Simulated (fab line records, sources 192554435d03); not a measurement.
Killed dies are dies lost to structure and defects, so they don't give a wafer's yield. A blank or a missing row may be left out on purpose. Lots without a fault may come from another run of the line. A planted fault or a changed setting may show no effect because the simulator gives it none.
Chamber matching | flow n5_finfet | N5_FIN_CUT_ETCH_30 on rie_diel-04: 4 sister chambers
The step etches underlayer in N2/H2, target depth 13 nm, time 10.4 s. 14 wafers are shown with their chamber, then 7 later ones without.

WAFERS WITH THEIR CHAMBER
wafer  | chamber | drypump_motor_current_A (A) | showerhead_plenum_p_Torr (Torr) | oes_product_au (a.u.)
L074.2 | 0       | 6.2                         | 2.55                            | 0.67
L074.3 | 3       | 4.9                         | 2.50                            | 0.60
L074.5 | 1       | 5.5                         | 2.57                            | 0.70
L079.2 | 3       | 5.0                         | 2.49                            | 0.59
L079.5 | 0       | 6.2                         | 2.55                            | 0.66
L079.6 | 1       | 5.5                         | 2.56                            | 0.69
L080.2 | 0       | 6.2                         | 2.55                            | 0.65
L080.3 | 2       | 6.5                         | 2.42                            | 0.60
L080.6 | 0       | 6.2                         | 2.55                            | 0.65
L083.2 | 0       | 6.2                         | 2.55                            | 0.65
L083.5 | 3       | 5.0                         | 2.49                            | 0.59
L083.6 | 0       | 6.2                         | 2.55                            | 0.65
L086.1 | 2       | 6.5                         | 2.42                            | 0.60
L086.5 | 1       | 5.6                         | 2.56                            | 0.67

SIGNATURES (means of the wafers above)
reading                  | chamber 0 | chamber 1 | chamber 2 | chamber 3 | scatter within a chamber
drypump_motor_current_A  | 6.200     | 5.533     | 6.500     | 4.967     | 0.0365
showerhead_plenum_p_Torr | 2.5500    | 2.5633    | 2.4200    | 2.4933    | 0.00365
oes_product_au           | 0.6550    | 0.6867    | 0.6000    | 0.5933    | 0.0094
Rule: a wafer's distance from a chamber is the root of the sum, over the readings, of the square of ((its reading less the chamber's mean) divided by the reading's scatter). The wafer belongs to the nearest chamber; if the next one is less than 2 further off, it can't be placed. The scatter: the root of (the sum of the squares of (reading less its chamber's mean) over the shown wafers, divided by (wafers less chambers)).

WAFERS WITHOUT THEIR CHAMBER
wafer  | drypump_motor_current_A (A) | showerhead_plenum_p_Torr (Torr) | oes_product_au (a.u.)
L086.6 | 6.1                         | 2.54                            | 0.64
L093.1 | 5.0                         | 2.49                            | 0.59
L093.4 | 5.5                         | 2.55                            | 0.68
L093.5 | 6.5                         | 2.41                            | 0.61
L095.2 | 5.6                         | 2.55                            | 0.67
L095.3 | 6.6                         | 2.41                            | 0.59
L095.4 | 5.0                         | 2.48                            | 0.58

WHICH CHAMBER EACH WENT THROUGH
wafer  | from the rows above | in truth
L086.6 | 0                   | 0
L093.1 | 3                   | 3
L093.4 | 1                   | 1
L093.5 | 2                   | 2
L095.2 | 1                   | 1
L095.3 | 2                   | 2
L095.4 | 3                   | 3
Placed correctly: 7 of 7. Can't be placed from these rows: 0. Placed wrongly: 0.
